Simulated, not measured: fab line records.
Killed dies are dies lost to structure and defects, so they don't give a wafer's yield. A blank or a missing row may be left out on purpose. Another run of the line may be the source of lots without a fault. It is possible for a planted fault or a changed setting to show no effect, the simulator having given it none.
fab line records + flow n5Finfet
record
- lots=12
- wafers=33
- lastDay=21
route steps=1938 shown BEOL_M9@1448 BEOL_M10@1471 PASSIVATION@1936
lots untouched by any fault: they come from a run of this same line in which no faults occurred
startH: start of the lot's first displayed wafer, in hours after the record's first day + waitH: hours elapsed since this lot's preceding step + " identical to the entry in the row above + L1.1+2: a row that stands for several wafers + - value missing, or start not given + * or withheld: withheld + < > ~ a bound
route shown NAME@n: a module of which the file shows steps, and the number in the route of the first + usual: mean/standard deviation taken from wafers without a fault + same: alike in all rows + chamber/n: place in a boat + sites: readings site by site + _std_site: the values' standard deviation + _edge_site: outer sites' mean less inner sites' + radiusMm: for every site, how far away it sits from the centre of the wafer + mask NAME#n: copy n + behind: the tool/chamber that last shaped the wafer + hold: what put the lot on hold/how long, in hours/how the hold closed + device: transistor that didn't switch, given as n, p or np + end of line: the same wafers' tests at the end of the route + a step without rows: its recipe alone + killed: dies that structure and defects cost at the first sort, which is not the same as the wafer's yield + map: the dies of a wafer, with x for killed, . for not killed, _ for no die there
set.NAME: setting as actually run; set.NAME@STEP: the setting as run at that earlier step + model.NAME: the simulator's own value behind a step, which no gauge read
route steps across a sampled set of lots; one table per step, one row per wafer
services: from which hour (startH, from the record's first day; less than 0 if before it) a tool's chamber was out of use, for how many hours, and why
## steps
# step N5_BEOL_M9_STRIP_80
# recipe
- chemistry=N2/H2
- timeS=10
- powerW=450
- tempC=40
- pressureMtorr=20
- rfFrequencyHz=6e+07
- biasPowerW=7
- n2FlowSccm=200
- h2FlowSccm=200
# usual
- drypumpMotorCurrentA=5.6/0.38
- h2FlowSccm=200.0/0.53
- oesProductAu=0.78/0.086
- rfVppV=59.3/0.92
- showerheadPlenumPTorr=2.54/0.11
- throttleValvePct=23.5/0.35
| lot.wafer | tool       | chamber | startH | waitH | drypumpMotorCurrentA | h2FlowSccm | oesProductAu | rfHoursCounterH | rfVppV | showerheadPlenumPTorr | throttleValvePct |
|-----------|------------|---------|--------|-------|----------------------|------------|--------------|-----------------|--------|-----------------------|------------------|
| L930.2    | rieDiel-02 | 0       | -      | -     | 5.8                  | 199.6      | 0.80         | 113             | 58.2   | 2.43                  | 23.5             |
| L930.5    | "          | 3       | "      | "     | 5.4                  | 200.0      | 0.79         | -               | 60.2   | 2.67                  | 23.4             |
| L930.6    | "          | 0       | "      | "     | 5.8                  | 199.4      | 0.80         | -               | 58.4   | 2.43                  | 23.5             |
| L931.2    | rieDiel-02 | 1       | -      | -     | 4.8                  | 199.4      | 0.75         | 192             | 60.1   | 2.51                  | 24.1             |
| L931.6    | "          | 0       | "      | "     | 5.8                  | 199.4      | 0.79         | -               | 58.9   | 2.43                  | 23.5             |
| L935.1    | rieDiel-02 | 2       | -      | -     | 5.8                  | 201.1      | 0.67         | 233             | 59.3   | 2.42                  | 23.9             |
| L935.2    | "          | 1       | "      | "     | 4.8                  | 200.7      | 0.74         | 195             | 59.4   | 2.51                  | 24.1             |
| L935.6    | "          | 3       | "      | "     | 5.4                  | 199.5      | 0.78         | -               | 60.3   | 2.67                  | 23.4             |
| L936.1    | rieDiel-06 | 0       | -      | -     | 5.7                  | 199.9      | 0.87         | 60              | 59.6   | 2.46                  | 23.0             |
| L936.3    | "          | 2       | "      | "     | 5.8                  | 199.4      | 0.67         | 219             | 60.0   | 2.61                  | 23.2             |
| L936.6    | "          | 1       | "      | "     | 5.7                  | 200.2      | 0.72         | -               | 59.1   | 2.39                  | 23.9             |
| L939.3    | rieDiel-06 | 3       | -      | -     | 5.4                  | 200.4      | 0.86         | 47              | 59.4   | 2.70                  | 24.1             |
| L939.6    | "          | 2       | "      | "     | 5.8                  | 201.5      | 0.67         | -               | 58.8   | 2.61                  | 23.2             |
| L938.1    | rieDiel-03 | 1       | -      | -     | 5.9                  | 200.1      | 0.91         | 23              | 59.5   | 2.59                  | 23.2             |
| L938.3    | "          | 3       | "      | "     | 6.5                  | 200.1      | 0.70         | 188             | 58.1   | 2.51                  | 23.3             |
| L938.5    | "          | 1       | "      | "     | 5.9                  | 199.9      | 0.91         | -               | 59.1   | 2.59                  | 23.3             |
| L945.3    | rieDiel-06 | 2       | -      | -     | 5.8                  | 199.7      | 0.68         | 231             | 58.5   | 2.61                  | 23.2             |
| L945.4    | "          | 0       | "      | "     | 5.7                  | 200.5      | 0.86         | 71              | 59.7   | 2.46                  | 23.0             |
| L945.6    | "          | 2       | "      | "     | 5.8                  | 200.8      | 0.68         | -               | 58.7   | 2.61                  | 23.2             |
| L941.1    | rieDiel-02 | 0       | -      | -     | 5.8                  | 198.9      | 0.76         | 144             | 58.5   | 2.41                  | 23.5             |
| L941.2    | "          | 1       | "      | "     | 4.8                  | 199.6      | 0.73         | 210             | 59.2   | 2.51                  | 24.1             |
| L941.6    | "          | 0       | "      | "     | 5.8                  | 199.8      | 0.76         | -               | 59.2   | 2.42                  | 23.5             |
| L942.1    | rieDiel-06 | 3       | -      | -     | 5.4                  | 200.8      | 0.85         | 61              | 60.0   | 2.70                  | 24.1             |
| L942.5    | "          | 0       | "      | "     | 5.8                  | 199.3      | 0.86         | -               | 60.0   | 2.46                  | 23.0             |
| L942.6    | "          | 3       | "      | "     | 5.4                  | 199.6      | 0.86         | -               | 60.0   | 2.70                  | 24.1             |
| L944.2    | rieDiel-06 | 1       | -      | -     | 5.7                  | 199.4      | 0.72         | 203             | 57.5   | 2.39                  | 23.9             |
| L944.6    | "          | 3       | "      | "     | 5.4                  | 199.9      | 0.85         | -               | 61.5   | 2.70                  | 24.1             |
| L950.1    | rieDiel-02 | 1       | -      | -     | 4.8                  | 199.3      | 0.71         | 222             | 60.8   | 2.50                  | 24.1             |
| L950.5    | "          | 2       | "      | "     | 5.9                  | 199.3      | 0.93         | -               | 59.0   | 2.73                  | 23.8             |
| L950.6    | "          | 3       | "      | "     | 5.4                  | 199.3      | 0.74         | -               | 59.5   | 2.65                  | 23.4             |
| L951.2    | rieDiel-02 | 2       | -      | -     | 5.9                  | 199.6      | 0.92         | 16              | 59.8   | 2.72                  | 23.8             |
| L951.3    | "          | 1       | "      | "     | 4.8                  | 200.5      | 0.71         | 227             | 59.6   | 2.50                  | 24.1             |
| L951.6    | "          | 3       | "      | "     | 5.4                  | 199.5      | 0.74         | -               | 60.2   | 2.65                  | 23.5             |
# step N5_BEOL_M9_PRE_CLEAN_55
# recipe
- gas=NH3
- timeS=15
- tempC=withheld
- rfPowerW=300
# usual
- rfFwdPowerW=295.3/1.7
| lot.wafer | tool     | chamber | startH | waitH | rfFwdPowerW |
|-----------|----------|---------|--------|-------|-------------|
| L930.2    | pecvd-02 | 1       | 317.64 | 0.0   | 294.8       |
| L930.5    | "        | 2       | "      | "     | 294.9       |
| L930.6    | "        | 1       | "      | "     | 294.8       |
| L931.2    | pecvd-03 | 2       | 332.39 | 0.0   | 293.4       |
| L931.6    | "        | 2       | "      | "     | 293.7       |
| L935.1    | pecvd-03 | 1       | 343.65 | 0.0   | 297.7       |
| L935.2    | "        | 2       | "      | "     | 293.7       |
| L935.6    | "        | 1       | "      | "     | 297.2       |
| L936.1    | pecvd-03 | 0       | 357.82 | 0.0   | 297.2       |
| L936.3    | "        | 1       | "      | "     | 298.8       |
| L936.6    | "        | 1       | "      | "     | 299.0       |
| L939.3    | pecvd-02 | 0       | 360.90 | 0.0   | 294.5       |
| L939.6    | "        | 0       | "      | "     | 295.4       |
| L938.1    | pecvd-02 | 0       | 373.36 | 0.0   | 296.1       |
| L938.3    | "        | 2       | "      | "     | 296.1       |
| L938.5    | "        | 0       | "      | "     | 296.2       |
| L945.3    | pecvd-02 | 2       | 391.54 | 0.0   | 270.0       |
| L945.4    | "        | 1       | "      | "     | 269.3       |
| L945.6    | "        | 2       | "      | "     | 269.4       |
| L941.1    | pecvd-02 | 0       | 400.44 | 0.0   | 270.4       |
| L941.2    | "        | 2       | "      | "     | 271.7       |
| L941.6    | "        | 2       | "      | "     | 270.5       |
| L942.1    | pecvd-02 | 0       | 402.23 | 0.0   | 269.8       |
| L942.5    | "        | 2       | "      | "     | 271.0       |
| L942.6    | "        | 0       | "      | "     | 269.6       |
| L944.2    | pecvd-03 | 2       | 403.89 | 0.0   | 295.1       |
| L944.6    | "        | 2       | "      | "     | 295.5       |
| L950.1    | pecvd-04 | 1       | 438.13 | 0.0   | 296.3       |
| L950.5    | "        | 0       | "      | "     | 294.5       |
| L950.6    | "        | 1       | "      | "     | 295.2       |
| L951.2    | pecvd-04 | 2       | 450.27 | 0.0   | 292.4       |
| L951.3    | "        | 0       | "      | "     | 296.1       |
| L951.6    | "        | 2       | "      | "     | 291.8       |
# step N5_BEOL_M10_CURE_71
# recipe
- tempC=385
- timeS=240
- ambient=He/Ar
- material=SiCOH_lowk
# usual
- lampPowerPct=52.31/0.053
- wafer_temp_C_max=386.5/0.42
| lot.wafer | tool      | chamber | startH | waitH | lampPowerPct | wafer_temp_C_max |
|-----------|-----------|---------|--------|-------|--------------|------------------|
| L930.2    | uvCure-01 | 2       | 318.04 | 0.2   | 52.36        | 386.0            |
| L930.5    | "         | 2       | "      | "     | 52.32        | 386.2            |
| L930.6    | "         | 2       | "      | "     | 52.21        | 386.0            |
| L931.2    | uvCure-03 | 1       | 332.71 | 0.1   | 52.26        | 386.6            |
| L931.6    | "         | 1       | "      | "     | 52.30        | 386.9            |
| L935.1    | uvCure-03 | 2       | 343.89 | 0.0   | 52.32        | 386.5            |
| L935.2    | "         | 2       | "      | "     | 52.26        | 385.8            |
| L935.6    | "         | 2       | "      | "     | 52.34        | 386.3            |
| L936.1    | uvCure-02 | 1       | 358.18 | 0.0   | 52.37        | 386.8            |
| L936.3    | "         | 1       | "      | "     | 52.26        | 387.0            |
| L936.6    | "         | 1       | "      | "     | 52.35        | 386.4            |
| L939.3    | uvCure-03 | 2       | 361.51 | 0.4   | 52.31        | 386.1            |
| L939.6    | "         | 2       | "      | "     | 52.30        | 386.2            |
| L938.1    | uvCure-02 | 2       | 373.60 | 0.0   | 52.25        | 386.4            |
| L938.3    | "         | 2       | "      | "     | 52.37        | 386.9            |
| L938.5    | "         | 2       | "      | "     | 52.36        | 386.6            |
| L945.3    | uvCure-02 | 0       | 392.29 | 0.6   | 52.31        | 387.3            |
| L945.4    | "         | 0       | "      | "     | 52.36        | 387.0            |
| L945.6    | "         | 0       | "      | "     | 52.31        | 387.2            |
| L941.1    | uvCure-02 | 1       | 400.71 | 0.0   | 52.40        | 386.8            |
| L941.2    | "         | 1       | "      | "     | 52.41        | 386.4            |
| L941.6    | "         | 1       | "      | "     | 52.38        | 386.8            |
| L942.1    | uvCure-02 | 2       | 402.53 | 0.1   | 52.34        | 386.3            |
| L942.5    | "         | 2       | "      | "     | 52.20        | 386.7            |
| L942.6    | "         | 2       | "      | "     | 52.30        | 386.5            |
| L944.2    | uvCure-03 | 1       | 404.24 | 0.2   | 52.30        | 386.1            |
| L944.6    | "         | 1       | "      | "     | 52.23        | 386.4            |
| L950.1    | uvCure-02 | 0       | 438.37 | 0.0   | 52.32        | 386.7            |
| L950.5    | "         | 0       | "      | "     | 52.31        | 387.3            |
| L950.6    | "         | 0       | "      | "     | 52.35        | 387.7            |
| L951.2    | uvCure-03 | 1       | 450.69 | 0.2   | 52.26        | 385.9            |
| L951.3    | "         | 1       | "      | "     | 52.37        | 385.8            |
| L951.6    | "         | 1       | "      | "     | 52.34        | 386.1            |
# step N5_BEOL_M10_THK_MEAS_01
# recipe
- reads=SiCOH_lowk_of_BEOL_M10_ILD_DEP_00
# usual
- M10_ILD_THK=267/3.2
| lot.wafer | tool         | chamber | startH | waitH | M10_ILD_THK[nm] |
|-----------|--------------|---------|--------|-------|-----------------|
| L930.2    | filmMetro-01 | -       | 318.87 | 0.7   | 263             |
| L930.5    | "            | -       | "      | "     | 270             |
| L930.6    | "            | -       | "      | "     | 266             |
| L931.2    | filmMetro-01 | -       | 333.14 | 0.4   | 265             |
| L931.6    | "            | -       | "      | "     | 273             |
| L935.1    | filmMetro-02 | -       | 344.40 | 0.4   | 265             |
| L935.2    | "            | -       | "      | "     | 261             |
| L935.6    | "            | -       | "      | "     | 267             |
| L936.1    | filmMetro-01 | -       | 358.70 | 0.4   | 266             |
| L936.3    | "            | -       | "      | "     | 263             |
| L936.6    | "            | -       | "      | "     | 265             |
| L939.3    | filmMetro-01 | -       | 362.18 | 0.5   | 270             |
| L939.6    | "            | -       | "      | "     | 264             |
| L938.1    | filmMetro-01 | -       | 374.11 | 0.4   | 265             |
| L938.3    | "            | -       | "      | "     | 270             |
| L938.5    | "            | -       | "      | "     | 268             |
| L945.3    | filmMetro-01 | -       | 392.64 | 0.3   | 265             |
| L945.4    | "            | -       | "      | "     | 266             |
| L945.6    | "            | -       | "      | "     | 270             |
| L941.1    | filmMetro-02 | -       | 401.22 | 0.4   | 261             |
| L941.2    | "            | -       | "      | "     | 265             |
| L941.6    | "            | -       | "      | "     | 265             |
| L942.1    | filmMetro-02 | -       | 403.04 | 0.4   | 267             |
| L942.5    | "            | -       | "      | "     | 274             |
| L942.6    | "            | -       | "      | "     | 272             |
| L944.2    | filmMetro-01 | -       | 404.67 | 0.4   | 264             |
| L944.6    | "            | -       | "      | "     | 268             |
| L950.1    | filmMetro-02 | -       | 438.89 | 0.4   | 265             |
| L950.5    | "            | -       | "      | "     | 269             |
| L950.6    | "            | -       | "      | "     | 268             |
| L951.2    | filmMetro-02 | -       | 451.12 | 0.4   | 265             |
| L951.3    | "            | -       | "      | "     | 264             |
| L951.6    | "            | -       | "      | "     | 265             |
# step N5_PASSIVATION_PROBE_49
# usual
- defectLimitedYield=91.1/1.4
- killed_at_M0_to_M3=34/9.6
- killed_at_M4_up=15/5.3
- killedAtContacts=12/6.1
- killedAtFrontEnd=40/11
- killedAtOther=3.5/2.8
- killedDies=105/17
- killedOpen=70/12
- killedShort=34/7.7
- sort_bin_4_leakage=0.01/0.07
- sort_bin_5_function=5.2/0.97
- sort_bin_6_memory=3.4/0.62
- sortNPass=1075/17
- sortYieldPct=91.1/1.4
# same
- grossDies=1180
- killedAtBackSide=0
- sort_bin_8_speed[%]=0
| lot.wafer | tool      | chamber | startH | waitH | defectLimitedYield[%] | killed_at_M0_to_M3 | killed_at_M4_up | killedAtContacts | killedAtFrontEnd | killedAtOther | killedDies | killedOpen | killedShort | sort_bin_4_leakage[%] | sort_bin_5_function[%] | sort_bin_6_memory[%] | sortNPass | sortYieldPct[%] |
|-----------|-----------|---------|--------|-------|-----------------------|--------------------|-----------------|------------------|------------------|---------------|------------|------------|-------------|-----------------------|------------------------|----------------------|-----------|-----------------|
| L935.1    | prober-02 | -       | 407.84 | 0.0   | 92.2                  | 35                 | 12              | 12               | 31               | 2             | 92         | 58         | 31          | 0                     | 4.2                    | 3.3                  | 1088      | 92.2            |
| L935.2    | prober-02 | -       | 407.89 | 0.1   | 91.8                  | 39                 | 18              | 11               | 27               | 2             | 97         | 63         | 32          | 0                     | 5.6                    | 2.4                  | 1083      | 91.8            |
| L935.6    | prober-02 | -       | 408.09 | 0.3   | 89.5                  | 48                 | 16              | 12               | 43               | 5             | 124        | 74         | 42          | 0                     | 6.5                    | 3.3                  | 1056      | 89.5            |
| L942.1    | prober-02 | -       | 462.14 | 0.0   | 89.3                  | 32                 | 19              | 4                | 71               | 0             | 126        | 64         | 40          | 0                     | 5.3                    | 3.2                  | 1054      | 89.3            |
# killed by level:class
L935.1 MOL_CONTACT_COAG:geometricParticle:open=8 BEOL_M0_SAQP:geometricParticle:short=7 BEOL_M2:geometricParticle:open=7 BEOL_M3:geometricParticle:open=6 GATE_CUT:geometricParticle:short=6 BEOL_M0_SAQP:geometricParticle:open=5 BEOL_M4:geometricParticle:open=5 FIN_SAQP:geometricParticle:open=4
L935.2 BEOL_M0_SAQP:geometricParticle:open=13 MOL_CONTACT_COAG:geometricParticle:open=10 BEOL_M4:geometricParticle:open=9 BEOL_M0_SAQP:geometricParticle:short=8 BEOL_M2:geometricParticle:open=6 DUMMY_GATE:geometricParticle:open=5 FIN_SAQP:geometricParticle:short=4 BEOL_M1:geometricParticle:open=4
L935.6 BEOL_M2:geometricParticle:open=12 FIN_SAQP:geometricParticle:short=11 BEOL_M1:geometricParticle:open=10 MOL_CONTACT_COAG:geometricParticle:open=9 BEOL_M0_SAQP:geometricParticle:open=9 BEOL_M0_SAQP:geometricParticle:short=7 HKMG_FIN:areaEtch=7 BEOL_M4:geometricParticle:open=6
L942.1 HKMG_FIN:areaEtch=21 FIN_SAQP:geometricParticle:open=14 STI_FIN_REVEAL:geometricParticle:open=9 FIN_SAQP:geometricParticle:short=8 BEOL_M0_SAQP:geometricParticle:open=7 BEOL_M4:geometricParticle:open=7 STI_FIN_REVEAL:geometricParticle:short=5 BEOL_M2:geometricParticle:short=5
## services
| tool       | chamber | startH | hours | kind                         |
|------------|---------|--------|-------|------------------------------|
| pecvd-04   | 1       | 306.59 | 4.1   | repair                       |
| pecvd-02   | -       | 324.36 | 0.8   | repair                       |
| pecvd-04   | -       | 324.90 | 0.8   | repair                       |
| rieDiel-06 | 2       | 340.34 | 7.7   | repair                       |
| uvCure-03  | -       | 343.02 | 0.3   | repair                       |
| pecvd-02   | 2       | 355.98 | 11.3  | repair                       |
| rieDiel-02 | 1       | 357.58 | 23.7  | repair                       |
| rieDiel-02 | -       | 358.10 | 0.8   | repair                       |
| pecvd-04   | -       | 364.73 | 5.5   | pm                           |
| uvCure-01  | -       | 373.82 | 22.2  | pm                           |
| rieDiel-02 | 2       | 383.25 | -     | clean                        |
| rieDiel-02 | 2       | 383.25 | -     | consumableReplace:focusRing  |
| rieDiel-02 | 2       | 383.25 | -     | consumableReplace:showerhead |
| rieDiel-02 | 2       | 383.25 | 17.0  | scheduledDown                |
| rieDiel-02 | 2       | 383.25 | 17.0  | ventCycle                    |
| uvCure-03  | -       | 398.34 | 2.8   | pm                           |
| pecvd-02   | 1       | 403.96 | -     | clean                        |
| pecvd-02   | 1       | 403.96 | -     | consumableReplace:showerhead |
| pecvd-02   | 1       | 403.96 | 29.0  | scheduledDown                |
| pecvd-02   | 1       | 403.96 | 29.0  | ventCycle                    |
| uvCure-03  | -       | 407.17 | 24.9  | pm                           |
| pecvd-04   | 0       | 414.13 | 6.0   | repair                       |
| pecvd-03   | 2       | 444.22 | 19.8  | repair                       |
| uvCure-01  | -       | 449.27 | 3.2   | repair                       |
## key
firstSign
- step=N5_BEOL_M9_PRE_CLEAN_55
- reading=rfFwdPowerW
- direction=down
- sigmas=15
- usual=*
- struck=*
effect none on later readings
metAt N5_BEOL_M9_PRE_CLEAN_55
struckLots L941,L942,L945
baselineLoss
- step=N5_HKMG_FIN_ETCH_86
- wafers=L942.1
notActingAt N5_BEOL_M9_STRIP_80,N5_BEOL_M10_CURE_71,N5_BEOL_M10_THK_MEAS_01
onsetBetween 373.36 391.54
fault
- kind=processParameterDrift
- tool=pecvd-02
- chamber=-
- onsetH=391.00
- steps=N5_BEOL_M9_PRE_CLEAN_55
- channel=rfPowerW
- offset=*
- shape=step
- endH=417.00
- actsIn=*
- stated=*
# baselineLoss: these wafers lose ten dies or more at that step, a loss of the line's own and not of a fault; the sort's usual values leave them out
